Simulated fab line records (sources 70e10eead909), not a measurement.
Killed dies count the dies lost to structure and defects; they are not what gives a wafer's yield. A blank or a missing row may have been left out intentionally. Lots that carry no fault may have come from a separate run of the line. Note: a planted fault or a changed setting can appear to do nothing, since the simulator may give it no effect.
fab line records	flow nand-harc
record lots=24	wafers=72	last-day=33
route steps=1302 shown P_M0@274 P_M1@300 P_M2@335
lots that met no fault: from a run of the same line without faults
start-h: the number of hours between the record's first day and the start of the first shown wafer of the lot	wait-h: time in hours since the lot's previous step	" unchanged from the row above	L1.1+2: several wafers, shown together as one row	- no value present, or no start provided	* or withheld: withheld	< > ~ a bound
route shown NAME@n: names a module that has steps shown in the file, with the first one's number in the route	usual: mean and standard deviation over wafers with no fault	same: alike in all rows	chamber/n: place in a boat	sites: per-site readings	_std_site: their standard deviation	_edge_site: the outer-site mean with the inner-site mean subtracted	radius-mm: how far each site lies from the wafer's centre	mask NAME#n: copy n	behind: the most recent tool/chamber to have shaped the wafer	hold: what put the lot on hold/how long, in hours/how the hold closed	device: which transistor (n, p or np) failed to switch	end of line: tests of these same wafers at the route's end	where a step has no rows: the recipe by itself	killed: at the first sort, the dies lost to defects and structure; wafer yield is something else	map: per-die view of a wafer (x killed, . not killed, _ where there is no die)
set.NAME: the setting that was run; set.NAME@STEP: the one run at that earlier step	model.NAME: the simulator's own value behind a step, which no gauge read
the route's steps for a sample of lots (tables are steps, rows are wafers)
services: from which hour (start-h, from the record's first day; less than 0 if before it) a tool's chamber was out of use, for how many hours, and why
## steps
# step NHARC_P_M0_PVD_20
# recipe target-thk-a=50	bias-v=168.6	power-w=15000	chamber-pressure-pa=0.12	time-s=8.06	substrate-temp-c=50	material=TaN
# usual chamber-pressure-pa=0.11998/0.00027	throttle-valve-pct=30.6/0.78
lot.wafer	tool	chamber	start-h	wait-h	chamber-pressure-pa	throttle-valve-pct
L074.1	pvd-sputter-02	-	-	-	0.11963	30.2
L074.2	"	-	"	"	0.12022	31.5
L074.5	"	-	"	"	0.11958	30.1
L075.2	pvd-sputter-01	-	-	-	0.12023	30.9
L075.1	"	-	"	"	0.12024	31.1
L075.5	"	-	"	"	0.12028	30.9
L076.1	pvd-sputter-01	-	-	-	0.11934	31.2
L076.3	"	-	"	"	0.11964	31.2
L076.6	"	-	"	"	0.11964	31.2
L077.2	pvd-sputter-01	-	-	-	0.12029	31.2
L077.1	"	-	"	"	0.11966	29.8
L077.5	"	-	"	"	0.11976	31.2
L078.4	pvd-sputter-03	-	-	-	0.12011	28.5
L078.6	"	-	"	"	0.11988	31.1
L078.5	"	-	"	"	0.11974	28.7
L079.4	pvd-sputter-02	-	-	-	0.12013	30.2
L079.3	"	-	"	"	0.11984	31.7
L079.6	"	-	"	"	0.11972	31.4
L080.4	pvd-sputter-01	-	-	-	0.12003	31.1
L080.2	"	-	"	"	0.1202	31.5
L080.5	"	-	"	"	0.1204	31.1
L081.2	pvd-sputter-01	-	-	-	0.11967	31.0
L081.4	"	-	"	"	0.12029	31.3
L081.5	"	-	"	"	0.12002	31.1
L082.2	pvd-sputter-01	-	-	-	0.11982	30.9
L082.4	"	-	"	"	0.12	31.3
L082.6	"	-	"	"	0.12031	29.7
L083.2	pvd-sputter-03	-	-	-	0.12016	30.1
L083.3	"	-	"	"	0.12	29.9
L083.5	"	-	"	"	0.12002	28.3
L084.2	pvd-sputter-02	-	-	-	0.12031	31.3
L084.1	"	-	"	"	0.11983	31.8
L084.3	"	-	"	"	0.11941	31.5
L085.1	pvd-sputter-03	-	-	-	0.12045	30.1
L085.3	"	-	"	"	0.1197	30.4
L085.6	"	-	"	"	0.11982	29.6
L086.2	pvd-sputter-02	-	-	-	0.12017	30.1
L086.4	"	-	"	"	0.11984	31.6
L086.6	"	-	"	"	0.12013	30.2
L087.2	pvd-sputter-03	-	-	-	0.11949	28.2
L087.1	"	-	"	"	0.12044	30.5
L087.6	"	-	"	"	0.12056	30.2
L089.4	pvd-sputter-01	-	-	-	0.1197	31.0
L089.2	"	-	"	"	0.11974	31.0
L089.5	"	-	"	"	0.11953	30.5
L088.3	pvd-sputter-02	-	-	-	0.12018	31.1
L088.6	"	-	"	"	0.11991	30.0
L088.5	"	-	"	"	0.11986	31.5
L090.2	pvd-sputter-03	-	-	-	0.12016	30.5
L090.3	"	-	"	"	0.12002	28.6
L090.1	"	-	"	"	0.12038	30.1
L091.3	pvd-sputter-02	-	-	-	0.12007	31.5
L091.2	"	-	"	"	0.11998	30.5
L091.6	"	-	"	"	0.12017	31.8
L092.3	pvd-sputter-01	-	-	-	0.12007	30.8
L092.1	"	-	"	"	0.11989	30.5
L092.5	"	-	"	"	0.11995	30.9
L093.3	pvd-sputter-01	-	-	-	0.11984	30.7
L093.5	"	-	"	"	0.11997	30.8
L093.6	"	-	"	"	0.11983	30.5
L094.1	pvd-sputter-01	-	-	-	0.12013	30.4
L094.4	"	-	"	"	0.12002	30.3
L094.5	"	-	"	"	0.12011	30.9
L095.4	pvd-sputter-02	-	-	-	0.11967	30.4
L095.1	"	-	"	"	0.11967	30.9
L095.5	"	-	"	"	0.11989	30.7
L096.4	pvd-sputter-01	-	-	-	0.12012	30.4
L096.5	"	-	"	"	0.11991	30.6
L096.6	"	-	"	"	0.12022	31.0
L097.4	pvd-sputter-02	-	-	-	0.12021	30.2
L097.1	"	-	"	"	0.11972	30.8
L097.3	"	-	"	"	0.11982	31.5
# step NHARC_P_M1_ETCH_15
# recipe target-depth-a=1825	time-s=91.2	c4f8-flow-sccm=withheld	ar-flow-sccm=400	rf-w=600	bias-w=300	chemistry=C4F8/Ar
# usual oes-product-au=0.952/0.022	rf-vpp-V=440.0/2.4
lot.wafer	tool	chamber	start-h	wait-h	oes-product-au	rf-hours-counter-h	rf-vpp-V
L074.1	rie-diel-09	1	-	-	0.964	9	444.7
L074.2	"	3	"	"	0.951	10	439.6
L074.5	"	2	"	"	0.948	-	440.0
L075.1	rie-diel-03	0	-	-	0.955	1	437.3
L075.2	"	2	"	"	0.986	1	437.6
L075.5	"	0	"	"	0.963	-	437.1
L076.3	rie-diel-03	3	-	-	0.917	3	440.1
L076.1	"	1	"	"	0.936	3	441.1
L076.6	"	3	"	"	0.926	-	442.1
L077.1	rie-diel-09	3	-	-	0.967	0	439.5
L077.2	"	1	"	"	0.961	0	444.0
L077.5	"	0	"	"	0.966	-	436.4
L078.4	rie-diel-03	2	-	-	0.966	5	436.4
L078.5	"	0	"	"	0.946	-	436.6
L078.6	"	1	"	"	0.932	-	443.2
L079.4	rie-diel-09	0	-	-	0.979	1	438.2
L079.3	"	3	"	"	0.968	1	439.2
L079.6	"	1	"	"	0.957	-	443.5
L080.4	rie-diel-03	2	-	-	0.986	7	436.6
L080.2	"	1	"	"	0.940	6	441.1
L080.5	"	2	"	"	0.993	-	438.3
L081.4	rie-diel-03	0	-	-	0.965	7	438.4
L081.2	"	1	"	"	0.973	7	441.8
L081.5	"	0	"	"	0.963	-	438.0
L082.2	rie-diel-03	0	-	-	0.954	7	438.1
L082.4	"	2	"	"	0.994	7	436.9
L082.6	"	3	"	"	0.948	-	440.9
L083.2	rie-diel-07	1	-	-	0.983	35	443.3
L083.3	"	2	"	"	0.958	39	440.2
L083.5	"	1	"	"	0.975	-	443.1
L084.1	rie-diel-03	0	-	-	0.947	9	438.8
L084.3	"	1	"	"	0.949	9	440.7
L084.2	"	2	"	"	0.993	10	438.2
L085.1	rie-diel-09	1	-	-	0.912	4	443.8
L085.3	"	3	"	"	0.911	3	437.8
L085.6	"	1	"	"	0.912	-	443.1
L086.4	rie-diel-03	1	-	-	0.970	10	441.1
L086.2	"	2	"	"	0.970	11	436.3
L086.6	"	2	"	"	0.975	-	437.9
L087.1	rie-diel-07	2	-	-	0.968	48	439.6
L087.2	"	3	"	"	0.969	43	440.7
L087.6	"	3	"	"	0.969	-	442.5
L089.2	rie-diel-03	1	-	-	0.919	13	441.0
L089.4	"	2	"	"	0.933	14	436.5
L089.5	"	3	"	"	0.917	-	441.4
L088.3	rie-diel-03	0	-	-	0.911	14	437.7
L088.5	"	3	"	"	0.930	-	440.7
L088.6	"	0	"	"	0.917	-	439.4
L090.1	rie-diel-07	3	-	-	0.922	56	439.8
L090.3	"	0	"	"	0.904	48	443.8
L090.2	"	2	"	"	0.920	63	440.5
L091.3	rie-diel-03	2	-	-	0.961	0	438.2
L091.2	"	3	"	"	0.942	0	440.0
L091.6	"	0	"	"	0.961	-	437.2
L092.3	rie-diel-07	1	-	-	0.984	0	443.7
L092.1	"	2	"	"	0.969	0	438.9
L092.5	"	2	"	"	0.972	-	439.9
L093.3	rie-diel-03	2	-	-	0.922	1	437.9
L093.6	"	0	"	"	0.913	-	437.0
L093.5	"	1	"	"	0.930	-	441.4
L094.1	rie-diel-09	3	-	-	0.956	0	439.3
L094.4	"	1	"	"	0.979	0	444.3
L094.5	"	3	"	"	0.958	-	439.4
L095.1	rie-diel-09	0	-	-	0.961	0	438.1
L095.5	"	0	"	"	0.964	-	436.9
L095.4	"	1	"	"	0.964	-	443.0
L096.4	rie-diel-09	1	-	-	0.953	1	443.5
L096.5	"	0	"	"	0.960	-	437.8
L096.6	"	1	"	"	0.955	-	444.0
L097.1	rie-diel-03	2	-	-	0.952	5	437.4
L097.4	"	3	"	"	0.939	6	441.7
L097.3	"	0	"	"	0.968	6	436.8
# step NHARC_P_M1_DEGAS_29
# recipe temp-c=250	time-s=60
# usual heater-power-w=333/34
lot.wafer	tool	chamber	start-h	wait-h	heater-power-w
L074.1	pvd-sputter-02	-	131.12	-	339
L074.2	"	-	"	"	276
L074.5	"	-	"	"	327
L075.2	pvd-sputter-02	-	134.25	-	303
L075.1	"	-	"	"	280
L075.5	"	-	"	"	298
L076.1	pvd-sputter-01	-	145.98	-	350
L076.3	"	-	"	"	338
L076.6	"	-	"	"	293
L077.2	pvd-sputter-02	-	157.33	-	302
L077.1	"	-	"	"	394
L077.5	"	-	"	"	307
L078.4	pvd-sputter-01	-	169.23	-	379
L078.6	"	-	"	"	328
L078.5	"	-	"	"	370
L079.3	pvd-sputter-02	-	174.53	-	303
L079.4	"	-	"	"	392
L079.6	"	-	"	"	275
L080.2	pvd-sputter-03	-	191.88	-	355
L080.4	"	-	"	"	324
L080.5	"	-	"	"	348
L081.4	pvd-sputter-02	-	201.64	-	340
L081.2	"	-	"	"	278
L081.5	"	-	"	"	409
L082.4	pvd-sputter-03	-	206.30	-	367
L082.2	"	-	"	"	345
L082.6	"	-	"	"	329
L083.3	pvd-sputter-03	-	225.14	-	319
L083.2	"	-	"	"	357
L083.5	"	-	"	"	305
L084.2	pvd-sputter-03	-	229.45	-	306
L084.3	"	-	"	"	351
L084.1	"	-	"	"	333
L085.3	pvd-sputter-02	-	233.09	-	283
L085.1	"	-	"	"	338
L085.6	"	-	"	"	273
L086.4	pvd-sputter-01	-	244.40	-	291
L086.2	"	-	"	"	348
L086.6	"	-	"	"	346
L087.1	pvd-sputter-03	-	255.91	-	376
L087.2	"	-	"	"	341
L087.6	"	-	"	"	331
L089.4	pvd-sputter-03	-	274.62	-	375
L089.2	"	-	"	"	348
L089.5	"	-	"	"	322
L088.3	pvd-sputter-01	-	276.97	-	287
L088.5	"	-	"	"	322
L088.6	"	-	"	"	376
L090.1	pvd-sputter-03	-	294.41	-	342
L090.3	"	-	"	"	303
L090.2	"	-	"	"	372
L091.3	pvd-sputter-01	-	296.68	-	372
L091.2	"	-	"	"	282
L091.6	"	-	"	"	287
L092.3	pvd-sputter-02	-	306.71	-	285
L092.1	"	-	"	"	385
L092.5	"	-	"	"	297
L093.3	pvd-sputter-03	-	316.24	-	316
L093.5	"	-	"	"	357
L093.6	"	-	"	"	331
L094.4	pvd-sputter-03	-	331.66	-	358
L094.1	"	-	"	"	319
L094.5	"	-	"	"	348
L095.4	pvd-sputter-01	-	335.39	-	320
L095.1	"	-	"	"	291
L095.5	"	-	"	"	343
L096.4	pvd-sputter-01	-	348.78	-	327
L096.5	"	-	"	"	356
L096.6	"	-	"	"	320
L097.1	pvd-sputter-02	-	358.52	-	300
L097.3	"	-	"	"	290
L097.4	"	-	"	"	346
# step NHARC_P_M1_PRE_CLEAN_30
# recipe time-s=30	temp-c=280	gas=H2/He
# usual heater-power-w=412/44
lot.wafer	tool	chamber	start-h	wait-h	heater-power-w
L074.1	pvd-sputter-02	-	-	-	490
L074.2	"	-	"	"	413
L074.5	"	-	"	"	486
L075.2	pvd-sputter-02	-	-	-	418
L075.1	"	-	"	"	367
L075.5	"	-	"	"	407
L076.1	pvd-sputter-01	-	-	-	413
L076.3	"	-	"	"	462
L076.6	"	-	"	"	428
L077.2	pvd-sputter-02	-	-	-	416
L077.1	"	-	"	"	348
L077.5	"	-	"	"	373
L078.4	pvd-sputter-01	-	-	-	409
L078.5	"	-	"	"	366
L078.6	"	-	"	"	423
L079.3	pvd-sputter-02	-	-	-	484
L079.4	"	-	"	"	420
L079.6	"	-	"	"	486
L080.2	pvd-sputter-03	-	-	-	449
L080.4	"	-	"	"	381
L080.5	"	-	"	"	463
L081.4	pvd-sputter-02	-	-	-	339
L081.2	"	-	"	"	497
L081.5	"	-	"	"	334
L082.4	pvd-sputter-03	-	-	-	428
L082.2	"	-	"	"	368
L082.6	"	-	"	"	430
L083.3	pvd-sputter-03	-	-	-	393
L083.2	"	-	"	"	457
L083.5	"	-	"	"	433
L084.2	pvd-sputter-03	-	-	-	427
L084.3	"	-	"	"	378
L084.1	"	-	"	"	446
L085.1	pvd-sputter-02	-	-	-	505
L085.3	"	-	"	"	408
L085.6	"	-	"	"	341
L086.4	pvd-sputter-01	-	-	-	464
L086.2	"	-	"	"	393
L086.6	"	-	"	"	465
L087.2	pvd-sputter-03	-	-	-	429
L087.1	"	-	"	"	404
L087.6	"	-	"	"	467
L089.2	pvd-sputter-03	-	-	-	451
L089.4	"	-	"	"	392
L089.5	"	-	"	"	454
L088.3	pvd-sputter-01	-	-	-	464
L088.6	"	-	"	"	479
L088.5	"	-	"	"	364
L090.3	pvd-sputter-03	-	-	-	466
L090.2	"	-	"	"	426
L090.1	"	-	"	"	396
L091.3	pvd-sputter-01	-	-	-	472
L091.2	"	-	"	"	355
L091.6	"	-	"	"	473
L092.3	pvd-sputter-02	-	-	-	481
L092.1	"	-	"	"	419
L092.5	"	-	"	"	485
L093.3	pvd-sputter-03	-	-	-	462
L093.5	"	-	"	"	463
L093.6	"	-	"	"	423
L094.4	pvd-sputter-03	-	-	-	402
L094.1	"	-	"	"	381
L094.5	"	-	"	"	431
L095.4	pvd-sputter-01	-	-	-	409
L095.1	"	-	"	"	398
L095.5	"	-	"	"	351
L096.4	pvd-sputter-01	-	-	-	459
L096.6	"	-	"	"	420
L096.5	"	-	"	"	395
L097.3	pvd-sputter-02	-	-	-	371
L097.1	"	-	"	"	355
L097.4	"	-	"	"	482
# step NHARC_P_M2_STRIP_18
# recipe power-w=1000	n2-flow-sccm=150	h2-flow-sccm=150	ar-flow-sccm=0	bias-w=0	chemistry=N2/H2
# usual drypump-motor-current-A=5.7/0.43	oes-product-au=0.996/0.013	rf-vpp-V=90.5/0.96	showerhead-plenum-p-Torr=2.02/0.071	throttle-valve-pct=14.172/0.0096
lot.wafer	tool	chamber	start-h	wait-h	drypump-motor-current-A	oes-product-au	rf-hours-counter-h	rf-vpp-V	showerhead-plenum-p-Torr	throttle-valve-pct
L074.2	rie-diel-10	1	134.61	0.1	5.7	0.977	1.8	89.4	1.92	14.135
L074.1	"	3	"	"	6.4	1.017	2.2	91.0	2.09	14.182
L074.5	"	2	"	"	5.2	0.984	-	89.2	2.02	14.182
L075.1	rie-diel-04	1	137.81	0.1	6.1	0.999	8.4	91.5	2.14	14.193
L075.2	"	2	"	"	4.7	0.975	8.1	88.4	1.92	14.163
L075.5	"	0	"	"	5.7	0.998	-	90.7	2.02	14.182
L076.1	rie-diel-08	0	149.41	0.1	5.9	0.993	7.2	91.0	1.98	14.171
L076.3	"	2	"	"	6.2	0.976	6.8	90.1	1.92	14.165
L076.6	"	0	"	"	5.9	0.992	-	91.4	1.98	14.161
L077.2	rie-diel-08	3	160.87	0.1	5.5	0.984	7.5	89.6	1.99	14.175
L077.1	"	1	"	"	5.9	0.995	8.2	91.2	2.01	14.170
L077.5	"	3	"	"	5.5	0.988	-	88.9	1.99	14.183
L078.4	rie-diel-04	3	172.80	0.1	5.9	0.988	8.5	89.9	2.10	14.169
L078.5	"	2	"	"	4.7	0.983	-	90.7	1.92	14.170
L078.6	"	3	"	"	5.9	0.993	-	92.0	2.10	14.170
L079.3	rie-diel-10	2	177.96	0.1	5.2	0.976	4.9	92.1	2.02	14.184
L079.4	"	0	"	"	5.8	1.009	5.1	89.6	2.08	14.175
L079.6	"	2	"	"	5.2	0.976	-	88.7	2.02	14.165
L080.4	rie-diel-10	2	195.43	0.1	5.2	0.980	6.2	91.1	2.02	14.160
L080.2	"	0	"	"	5.8	1.013	5.8	92.1	2.08	14.160
L080.5	"	2	"	"	5.3	0.983	-	91.4	2.02	14.170
L081.4	rie-diel-10	3	205.14	0.1	6.3	1.015	6.3	91.5	2.09	14.186
L081.2	"	0	"	"	5.8	1.014	6.0	91.7	2.08	14.185
L081.5	"	0	"	"	5.8	1.008	-	89.7	2.08	14.166
L082.4	rie-diel-04	2	210.83	0.1	4.7	1.012	2.3	90.3	1.92	14.170
L082.2	"	1	"	"	6.1	0.988	1.5	91.1	2.14	14.159
L082.6	"	2	"	"	4.7	0.994	-	89.5	1.92	14.172
L083.2	rie-diel-10	0	228.60	0.1	5.9	1.010	8.4	90.0	2.08	14.160
L083.3	"	2	"	"	5.2	0.981	8.4	90.1	2.02	14.177
L083.5	"	3	"	"	6.4	1.006	-	91.6	2.09	14.164
L084.1	rie-diel-04	2	232.84	0.1	4.7	1.011	3.3	89.3	1.92	14.179
L084.3	"	3	"	"	5.9	1.020	3.2	90.6	2.10	14.184
L084.2	"	0	"	"	5.7	1.005	2.7	91.1	2.02	14.159
L085.3	rie-diel-08	2	236.63	0.1	6.2	0.975	1.7	89.8	1.92	14.175
L085.1	"	0	"	"	6.0	0.980	2.1	90.2	1.97	14.167
L085.6	"	2	"	"	6.2	0.974	-	89.2	1.92	14.178
L086.2	rie-diel-04	1	247.96	0.1	6.1	0.978	2.7	89.8	2.14	14.181
L086.4	"	2	"	"	4.7	1.006	3.7	87.1	1.92	14.165
L086.6	"	0	"	"	5.7	0.997	-	90.7	2.02	14.177
L087.2	rie-diel-08	3	259.42	0.1	5.5	0.991	2.9	89.7	1.98	14.161
L087.1	"	1	"	"	5.8	0.987	2.9	89.8	2.01	14.187
L087.6	"	3	"	"	5.5	0.992	-	89.6	1.98	14.183
L089.4	rie-diel-08	3	278.11	0.1	5.5	0.991	3.8	90.5	1.98	14.172
L089.2	"	2	"	"	6.2	0.982	3.5	90.6	1.92	14.183
L089.5	"	0	"	"	6.0	0.985	-	90.9	1.97	14.174
L088.3	rie-diel-04	3	280.59	0.1	5.9	1.001	5.1	91.3	2.10	14.173
L088.6	"	0	"	"	5.7	0.990	-	89.8	2.02	14.174
L088.5	"	1	"	"	6.1	0.980	-	91.4	2.14	14.173
L090.3	rie-diel-04	1	297.91	0.1	6.2	0.982	5.7	93.6	2.14	14.177
L090.2	"	3	"	"	5.9	1.002	6.0	92.0	2.10	14.162
L090.1	"	0	"	"	5.7	0.999	6.3	90.7	2.02	14.170
L091.3	rie-diel-08	0	300.29	0.1	5.9	0.988	4.5	90.6	1.97	14.176
L091.2	"	1	"	"	5.8	0.994	4.3	90.5	2.01	14.156
L091.6	"	0	"	"	5.9	1.001	-	91.3	1.97	14.174
L092.3	rie-diel-04	3	310.31	0.1	5.9	1.003	7.2	90.6	2.10	14.163
L092.1	"	0	"	"	5.7	0.992	6.5	90.1	2.02	14.179
L092.5	"	0	"	"	5.7	0.998	-	90.5	2.02	14.173
L093.3	rie-diel-10	2	319.62	0.1	5.2	1.005	2.8	90.2	2.01	14.165
L093.6	"	2	"	"	5.2	1.011	-	90.5	2.01	14.163
L093.5	"	3	"	"	6.3	1.002	-	90.8	2.09	14.161
L094.1	rie-diel-04	0	335.06	0.1	5.7	1.009	8.8	91.2	2.02	14.175
L094.4	"	2	"	"	4.7	1.008	8.8	90.8	1.92	14.175
L094.5	"	0	"	"	5.7	0.996	-	89.3	2.02	14.183
L095.4	rie-diel-08	0	338.88	0.1	6.0	0.991	6.2	90.3	1.97	14.176
L095.1	"	1	"	"	5.9	0.991	6.0	91.4	2.01	14.180
L095.5	"	0	"	"	6.0	0.989	-	89.0	1.97	14.174
L096.4	rie-diel-08	2	352.25	0.2	6.2	0.994	6.1	90.7	1.92	14.165
L096.5	"	3	"	"	5.5	1.000	-	89.7	1.98	14.158
L096.6	"	0	"	"	5.9	0.991	-	91.6	1.97	14.178
L097.1	rie-diel-10	1	362.39	0.1	5.6	1.014	5.8	90.9	1.92	14.174
L097.3	"	2	"	"	5.2	0.989	5.9	90.9	2.01	14.175
L097.4	"	3	"	"	6.4	1.009	5.8	89.3	2.09	14.169
# step NHARC_P_M2_PVD_21
# recipe target-thk-a=300	chamber-pressure-pa=5	power-w=5000	substrate-temp-c=30	time-s=20.49	material=Cu
# usual chamber-pressure-pa=5.001/0.0098	throttle-valve-pct=30.6/0.84
lot.wafer	tool	chamber	start-h	wait-h	chamber-pressure-pa	throttle-valve-pct
L074.1	pvd-sputter-03	-	-	-	4.998	31.0
L074.2	"	-	"	"	4.993	30.0
L074.5	"	-	"	"	4.998	31.0
L075.1	pvd-sputter-03	-	-	-	4.992	31.0
L075.2	"	-	"	"	4.998	30.2
L075.5	"	-	"	"	5.004	28.7
L076.1	pvd-sputter-01	-	-	-	5.018	31.2
L076.3	"	-	"	"	4.993	31.3
L076.6	"	-	"	"	5.015	31.5
L077.1	pvd-sputter-02	-	-	-	5.015	31.7
L077.2	"	-	"	"	5.005	31.3
L077.5	"	-	"	"	5.010	31.5
L078.4	pvd-sputter-01	-	-	-	4.995	31.4
L078.5	"	-	"	"	5.030	31.4
L078.6	"	-	"	"	4.995	31.2
L079.3	pvd-sputter-02	-	-	-	5.006	31.7
L079.4	"	-	"	"	5.012	31.4
L079.6	"	-	"	"	4.998	31.3
L080.2	pvd-sputter-02	-	-	-	4.993	31.6
L080.4	"	-	"	"	4.999	30.2
L080.5	"	-	"	"	4.983	31.5
L081.2	pvd-sputter-02	-	-	-	4.996	31.4
L081.4	"	-	"	"	5.014	30.0
L081.5	"	-	"	"	5.000	31.5
L082.4	pvd-sputter-03	-	-	-	4.991	30.1
L082.2	"	-	"	"	5.015	30.8
L082.6	"	-	"	"	4.995	30.1
L083.2	pvd-sputter-02	-	-	-	5.021	31.1
L083.3	"	-	"	"	5.014	29.9
L083.5	"	-	"	"	4.988	31.5
L084.2	pvd-sputter-03	-	-	-	4.996	30.1
L084.3	"	-	"	"	4.997	30.4
L084.1	"	-	"	"	4.995	28.8
L085.1	pvd-sputter-02	-	-	-	4.992	31.5
L085.3	"	-	"	"	4.993	31.0
L085.6	"	-	"	"	5.007	31.7
L086.2	pvd-sputter-01	-	-	-	4.989	30.6
L086.4	"	-	"	"	4.991	30.7
L086.6	"	-	"	"	4.993	30.8
L087.1	pvd-sputter-01	-	-	-	5.001	30.4
L087.2	"	-	"	"	5.000	30.5
L087.6	"	-	"	"	4.999	30.8
L089.4	pvd-sputter-02	-	-	-	4.994	29.9
L089.2	"	-	"	"	5.010	31.6
L089.5	"	-	"	"	5.002	30.1
L088.3	pvd-sputter-01	-	-	-	4.976	30.8
L088.5	"	-	"	"	5.014	30.4
L088.6	"	-	"	"	4.995	30.5
L090.2	pvd-sputter-03	-	-	-	4.991	28.5
L090.1	"	-	"	"	4.997	29.6
L090.3	"	-	"	"	4.998	30.2
L091.3	pvd-sputter-03	-	-	-	5.009	30.0
L091.2	"	-	"	"	5.008	29.6
L091.6	"	-	"	"	4.996	30.5
L092.1	pvd-sputter-02	-	-	-	5.000	31.8
L092.3	"	-	"	"	4.997	30.0
L092.5	"	-	"	"	4.987	31.9
L093.3	pvd-sputter-03	-	-	-	5.004	29.8
L093.6	"	-	"	"	5.019	29.8
L093.5	"	-	"	"	4.996	30.2
L094.4	pvd-sputter-02	-	-	-	4.996	30.1
L094.1	"	-	"	"	5.010	30.8
L094.5	"	-	"	"	5.001	30.5
L095.1	pvd-sputter-02	-	-	-	4.997	30.6
L095.4	"	-	"	"	5.000	31.0
L095.5	"	-	"	"	5.008	30.5
L096.4	pvd-sputter-01	-	-	-	4.997	30.5
L096.6	"	-	"	"	5.011	30.4
L096.5	"	-	"	"	5.006	30.5
L097.1	pvd-sputter-02	-	-	-	4.992	30.5
L097.4	"	-	"	"	4.996	31.0
L097.3	"	-	"	"	5.014	31.8
## services
tool	chamber	start-h	hours	kind
pvd-sputter-02	-	104.00	10.0	pm
rie-diel-03	-	104.30	9.0	pm
pvd-sputter-03	-	106.76	6.8	repair
rie-diel-04	-	109.32	0.6	repair
rie-diel-04	3	119.95	3.8	repair
pvd-sputter-03	-	120.94	6.9	repair
pvd-sputter-01	-	130.77	4.3	repair
pvd-sputter-01	-	155.04	3.4	repair
pvd-sputter-02	-	163.89	1.7	repair
pvd-sputter-03	-	170.00	10.0	pm
rie-diel-04	-	177.97	9.0	pm
rie-diel-04	1	191.70	5.2	repair
pvd-sputter-01	-	195.03	0.6	repair
pvd-sputter-01	-	226.00	10.0	pm
rie-diel-03	1	261.03	3.5	repair
pvd-sputter-03	-	269.39	4.9	repair
rie-diel-03	-	281.30	9.0	pm
pvd-sputter-02	-	282.00	10.0	pm
pvd-sputter-02	-	296.20	9.9	repair
rie-diel-04	0	298.71	7.4	repair
rie-diel-04	1	339.61	9.7	repair
pvd-sputter-03	-	345.06	2.3	repair
pvd-sputter-03	-	348.00	10.0	pm
pvd-sputter-01	-	357.53	2.8	repair
## key
fault none
